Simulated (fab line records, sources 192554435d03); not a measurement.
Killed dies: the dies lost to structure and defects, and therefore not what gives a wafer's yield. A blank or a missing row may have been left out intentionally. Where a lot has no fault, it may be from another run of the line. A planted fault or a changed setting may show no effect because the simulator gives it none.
Which of the tools did it? + flow n5Finfet + 15 lots with 40 wafers sampled at 4 steps, on a route of 1938 steps

## WHAT THE GAUGES SHOWED, per wafer
Not one reading of a measure or inspect step in the record can be checked against a usual standard deviation.

## EACH LOT AND THE TOOL THAT RAN IT (in order: tool; ch and the chambers of the sampled wafers; start)
| lot  | N5_MOL_CONTACT_COAG_DEVELOP_39   | N5_MOL_CONTACT_COAG_ETCH_66       | N5_MOL_CONTACT_COAG_ETCHBACK_134  | N5_MOL_CONTACT_COAG_VIA_ETCH_117  |
|------|----------------------------------|-----------------------------------|-----------------------------------|-----------------------------------|
| L799 | lithoTrack-01 ch 0, day 5 16:31  | rieDiel-06 ch 1,3, day 5 16:45    | rieDiel-06 ch 0,2, day 5 17:13    | rieDiel-06 ch 0,2, day 5 17:22    |
| L800 | lithoTrack-03 ch 0, day 6 01:52  | rieDiel-03 ch 2,3, day 6 02:31    | rieDiel-05 ch 0,2, day 6 03:17    | rieDiel-05 ch 0,2, day 6 03:27    |
| L797 | lithoTrack-01 ch 0, day 6 04:33  | rieDiel-06 ch 1,2,3, day 6 04:48  | rieDiel-06 ch 1,2, day 6 05:04    | rieDiel-06 ch 1,2, day 6 05:13    |
| L801 | lithoTrack-03 ch 0, day 6 05:26  | rieDiel-03 ch 1,2,3, day 6 05:59  | rieDiel-06 ch 0,1, day 6 06:20    | rieDiel-06 ch 0,1, day 6 06:30    |
| L804 | lithoTrack-01 ch 0, day 6 20:47  | rieDiel-06 ch 1,2, day 6 21:01    | rieDiel-06 ch 1,2,3, day 6 21:17  | rieDiel-06 ch 1,2,3, day 6 21:26  |
| L806 | lithoTrack-04 ch 0, day 7 17:22  | rieDiel-05 ch 0,1,3, day 7 17:46  | rieDiel-05 ch 1,2,3, day 7 18:13  | rieDiel-05 ch 1,2,3, day 7 18:23  |
| L807 | lithoTrack-01 ch 0, day 7 20:32  | rieDiel-06 ch 1,2,3, day 7 20:49  | rieDiel-05 ch 0,1,2, day 7 21:05  | rieDiel-05 ch 0,1,2, day 7 21:14  |
| L808 | lithoTrack-03 ch 0, day 8 02:41  | rieDiel-03 ch 2, day 8 02:58      | rieDiel-03 ch 2, day 8 03:14      | rieDiel-03 ch 2, day 8 03:29      |
| L809 | lithoTrack-04 ch 0, day 8 10:41  | rieDiel-05 ch 1,2, day 8 11:04    | rieDiel-05 ch 1,3, day 8 11:23    | rieDiel-05 ch 1,3, day 8 11:33    |
| L810 | lithoTrack-03 ch 0, day 8 14:22  | rieDiel-03 ch 0,3, day 8 14:36    | rieDiel-05 ch 0,1, day 8 15:03    | rieDiel-05 ch 0,1, day 8 15:13    |
| L816 | lithoTrack-03, day 9 20:16       | rieDiel-06 ch 0,1, day 9 20:31    | rieDiel-03 ch 0,2, day 9 22:06    | rieDiel-03 ch 0,2, day 9 22:16    |
| L817 | lithoTrack-04, day 10 02:49      | rieDiel-06 ch 1,2, day 10 03:03   | rieDiel-05 ch 0,3, day 10 03:19   | rieDiel-05 ch 0,3, day 10 03:28   |
| L818 | lithoTrack-01, day 10 13:34      | rieDiel-05 ch 0,3, day 10 14:41   | rieDiel-03 ch 0,3, day 10 15:02   | rieDiel-03 ch 0,3, day 10 15:12   |
| L819 | lithoTrack-01 ch 0, day 10 16:42 | rieDiel-05 ch 0,1,2, day 10 16:57 | rieDiel-03 ch 0,2,3, day 10 17:13 | rieDiel-03 ch 0,2,3, day 10 17:22 |
| L820 | lithoTrack-01 ch 0, day 10 23:28 | rieDiel-05 ch 0,2, day 10 23:42   | rieDiel-05 ch 1,3, day 11 00:09   | rieDiel-05 ch 1,3, day 11 00:19   |
- N5_MOL_CONTACT_COAG_DEVELOP_39: develop time 30 s.
- N5_MOL_CONTACT_COAG_ETCH_66: etches SiARC in CF4, target depth 13 nm, time 21.7 s.
- N5_MOL_CONTACT_COAG_ETCHBACK_134: etches SiO2 in CHF3, target depth 10 nm, time 6.7 s.
- N5_MOL_CONTACT_COAG_VIA_ETCH_117: etches SiO2 in C4F6/O2, target depth 40 nm, overetch 8 nm, time 26 s.

## WHAT THE TOOLS THEMSELVES READ (means of the sampled wafers that have a number; where no wafer has one, the mark that the record gives instead)
N5_MOL_CONTACT_COAG_DEVELOP_39. Usual: chillPlateTempC 23.00 C, standard deviation 0.12; developerTempC 22.98 C, standard deviation 0.1.
| lot  | tool          | chillPlateTempC (C) | developerTempC (C) | flag |
|------|---------------|---------------------|--------------------|------|
| L799 | lithoTrack-01 | 23.01               | 22.98              |      |
| L800 | lithoTrack-03 | 22.89               | 23.01              |      |
| L797 | lithoTrack-01 | 23.11               | 23.06              |      |
| L801 | lithoTrack-03 | 23.03               | 23.02              |      |
| L804 | lithoTrack-01 | 22.89               | 22.86              |      |
| L806 | lithoTrack-04 | 23.06               | 22.83              |      |
| L807 | lithoTrack-01 | 23.14               | 23.07              |      |
| L808 | lithoTrack-03 | 23.04               | 23.08              |      |
| L809 | lithoTrack-04 | 23.04               | 22.80              |      |
| L810 | lithoTrack-03 | 23.09               | 23.05              |      |
| L816 | lithoTrack-03 | -                   | -                  | OFF  |
| L817 | lithoTrack-04 | -                   | -                  | OFF  |
| L818 | lithoTrack-01 | -                   | -                  | OFF  |
| L819 | lithoTrack-01 | 22.97               | 22.87              |      |
| L820 | lithoTrack-01 | 22.91               | 22.89              |      |

N5_MOL_CONTACT_COAG_ETCH_66. Usual: value, then standard deviation, for each; drypumpMotorCurrentA 5.5 A / 0.51; etchRfOnTimeS 22.0 s / 0.72; oesProductAu 0.68 a.u. / 0.093; rfFwdPowerW 531.7 W / 1.9; rfVppV 184.1 V / 1; showerheadPlenumPTorr 2.14 Torr / 0.048; throttleValvePct 15.67 % / 0.26.
| lot  | tool       | drypumpMotorCurrentA (A) | etchRfOnTimeS (s) | oesProductAu (a.u.) | rfFwdPowerW (W) | rfVppV (V) | showerheadPlenumPTorr (Torr) | throttleValvePct (%) | flag |
|------|------------|--------------------------|-------------------|---------------------|-----------------|------------|------------------------------|----------------------|------|
| L799 | rieDiel-06 | 5.3                      | 22.5              | 0.58                | 534.8           | 184.3      | 2.17                         | 15.91                |      |
| L800 | rieDiel-03 | 5.7                      | 22.0              | 0.74                | 531.8           | 185.5      | 2.19                         | 15.41                |      |
| L797 | rieDiel-06 | 5.1                      | 22.5              | 0.59                | 533.2           | 184.4      | 2.15                         | 15.93                |      |
| L801 | rieDiel-03 | 5.7                      | 21.9              | 0.66                | 531.5           | 184.8      | 2.16                         | 15.64                |      |
| L804 | rieDiel-06 | 5.5                      | 22.5              | 0.57                | 534.9           | 184.6      | 2.12                         | 15.98                |      |
| L806 | rieDiel-05 | 5.7                      | 22.5              | 0.70                | 531.5           | 183.7      | 2.13                         | 15.62                |      |
| L807 | rieDiel-06 | 5.2                      | 22.4              | 0.57                | 531.5           | 183.9      | 2.15                         | 15.95                |      |
| L808 | rieDiel-03 | 5.8                      | 21.6              | 0.77                | 530.9           | 184.1      | 2.17                         | 15.25                |      |
| L809 | rieDiel-05 | 4.9                      | 21.5              | 0.68                | 532.5           | 183.2      | 2.11                         | 15.54                |      |
| L810 | rieDiel-03 | 5.9                      | 22.0              | 0.71                | 531.3           | 184.6      | 2.16                         | 15.80                |      |
| L816 | rieDiel-06 | 5.7                      | 22.6              | 0.28                | 532.8           | 184.7      | 2.14                         | 15.78                | OFF  |
| L817 | rieDiel-06 | 5.1                      | 22.0              | 0.31                | 531.1           | 182.8      | 2.11                         | 15.68                | OFF  |
| L818 | rieDiel-05 | 6.0                      | 22.6              | 0.28                | 531.2           | 183.5      | 2.11                         | 15.82                | OFF  |
| L819 | rieDiel-05 | 5.3                      | 21.5              | 0.68                | 531.4           | 183.2      | 2.10                         | 15.62                |      |
| L820 | rieDiel-05 | 5.3                      | 21.2              | 0.67                | 532.4           | 184.0      | 2.06                         | 15.73                |      |

N5_MOL_CONTACT_COAG_ETCHBACK_134. Usual: drypumpMotorCurrentA 5.5 A, standard deviation 0.52; oesProductAu 0.81 a.u., standard deviation 0.1; rfFwdPowerW 602 W, standard deviation 3; rfVppV 522 V, standard deviation 14; showerheadPlenumPTorr 2.36 Torr, standard deviation 0.055; throttleValvePct 18.74 %, standard deviation 0.22.
| lot  | tool       | drypumpMotorCurrentA (A) | oesProductAu (a.u.) | rfFwdPowerW (W) | rfVppV (V) | showerheadPlenumPTorr (Torr) | throttleValvePct (%) | flag |
|------|------------|--------------------------|---------------------|-----------------|------------|------------------------------|----------------------|------|
| L799 | rieDiel-06 | 5.0                      | 0.81                | 599             | 508        | 2.40                         | 18.67                |      |
| L800 | rieDiel-05 | 5.2                      | 0.81                | 602             | 504        | 2.31                         | 18.77                |      |
| L797 | rieDiel-06 | 5.5                      | 0.69                | 605             | 516        | 2.36                         | 19.06                |      |
| L801 | rieDiel-06 | 5.5                      | 0.85                | 600             | 511        | 2.42                         | 18.63                |      |
| L804 | rieDiel-06 | 5.1                      | 0.68                | 604             | 516        | 2.39                         | 19.03                |      |
| L806 | rieDiel-05 | 5.3                      | 0.77                | 603             | 520        | 2.35                         | 18.72                |      |
| L807 | rieDiel-05 | 5.3                      | 0.83                | 603             | 518        | 2.34                         | 18.69                |      |
| L808 | rieDiel-03 | 5.8                      | 0.92                | 598             | 538        | 2.42                         | 18.48                |      |
| L809 | rieDiel-05 | 5.6                      | 0.78                | 604             | 530        | 2.38                         | 18.68                |      |
| L810 | rieDiel-05 | 5.5                      | 0.85                | 604             | 528        | 2.37                         | 18.64                |      |
| L816 | rieDiel-03 | 6.0                      | 0.90                | 600             | 536        | 2.40                         | 18.61                |      |
| L817 | rieDiel-05 | 6.0                      | 0.74                | 604             | 520        | 2.34                         | 18.88                |      |
| L818 | rieDiel-03 | 5.8                      | 0.94                | 603             | 533        | 2.38                         | 18.58                |      |
| L819 | rieDiel-03 | 5.9                      | 0.91                | 600             | 535        | 2.39                         | 18.61                |      |
| L820 | rieDiel-05 | 5.6                      | 0.75                | 605             | 531        | 2.38                         | 18.73                |      |

N5_MOL_CONTACT_COAG_VIA_ETCH_117. Usual: drypumpMotorCurrentA 5.5 A, standard deviation 0.52; oesProductAu 0.73 a.u., standard deviation 0.082; rfFwdPowerW 320.1 W, standard deviation 1.7; rfVppV 1581 V, standard deviation 38; showerheadPlenumPTorr 2.82 Torr, standard deviation 0.067; throttleValvePct 41.2 %, standard deviation 0.42.
| lot  | tool       | drypumpMotorCurrentA (A) | oesProductAu (a.u.) | rfFwdPowerW (W) | rfVppV (V) | showerheadPlenumPTorr (Torr) | throttleValvePct (%) | flag |
|------|------------|--------------------------|---------------------|-----------------|------------|------------------------------|----------------------|------|
| L799 | rieDiel-06 | 5.0                      | 0.72                | 319.6           | 1544       | 2.85                         | 41.5                 |      |
| L800 | rieDiel-05 | 5.2                      | 0.71                | 320.1           | 1532       | 2.75                         | 41.0                 |      |
| L797 | rieDiel-06 | 5.5                      | 0.63                | 321.5           | 1564       | 2.81                         | 41.5                 |      |
| L801 | rieDiel-06 | 5.5                      | 0.76                | 319.0           | 1552       | 2.89                         | 41.6                 |      |
| L804 | rieDiel-06 | 5.1                      | 0.63                | 322.3           | 1564       | 2.86                         | 41.6                 |      |
| L806 | rieDiel-05 | 5.3                      | 0.70                | 321.0           | 1575       | 2.81                         | 41.0                 |      |
| L807 | rieDiel-05 | 5.3                      | 0.74                | 320.3           | 1573       | 2.80                         | 41.0                 |      |
| L808 | rieDiel-03 | 5.8                      | 0.81                | 318.1           | 1622       | 2.89                         | 41.9                 |      |
| L809 | rieDiel-05 | 5.6                      | 0.71                | 321.1           | 1605       | 2.85                         | 41.0                 |      |
| L810 | rieDiel-05 | 5.5                      | 0.77                | 320.6           | 1601       | 2.83                         | 41.0                 |      |
| L816 | rieDiel-03 | 6.0                      | 0.81                | 318.5           | 1622       | 2.87                         | 41.9                 |      |
| L817 | rieDiel-05 | 6.0                      | 0.68                | 321.6           | 1573       | 2.80                         | 41.0                 |      |
| L818 | rieDiel-03 | 5.8                      | 0.85                | 319.1           | 1617       | 2.85                         | 41.2                 |      |
| L819 | rieDiel-03 | 5.9                      | 0.82                | 318.7           | 1620       | 2.86                         | 41.5                 |      |
| L820 | rieDiel-05 | 5.6                      | 0.69                | 320.8           | 1605       | 2.83                         | 41.0                 |      |

## THE ANSWER, worked out from the rows above alone
Rule: take the mean of a lot's wafers that have a number; if it is more than 3 standard deviations from the usual mean, the lot is off. Also off: a lot with no number at a reading for which 4 or more lots have one. Where the step has rows for the other lots, those lots are counted as sound. First the gauges in route order, then the tools' own readings, where a lot's mean is used as printed above. At the first step where some lot is off, the reading lying furthest off is the one used; lots without a number count as furthest.
Off, at N5_MOL_CONTACT_COAG_DEVELOP_39 on chillPlateTempC: L816, L817, L818. Without a number there: L816, L817, L818.
If a tool, at that step or one of the process steps before it, ran each lot that is off and ran no sound lot following the first of them, it fits. No candidate that was tried fits.

## WHAT THE SIMULATOR HAD PUT IN
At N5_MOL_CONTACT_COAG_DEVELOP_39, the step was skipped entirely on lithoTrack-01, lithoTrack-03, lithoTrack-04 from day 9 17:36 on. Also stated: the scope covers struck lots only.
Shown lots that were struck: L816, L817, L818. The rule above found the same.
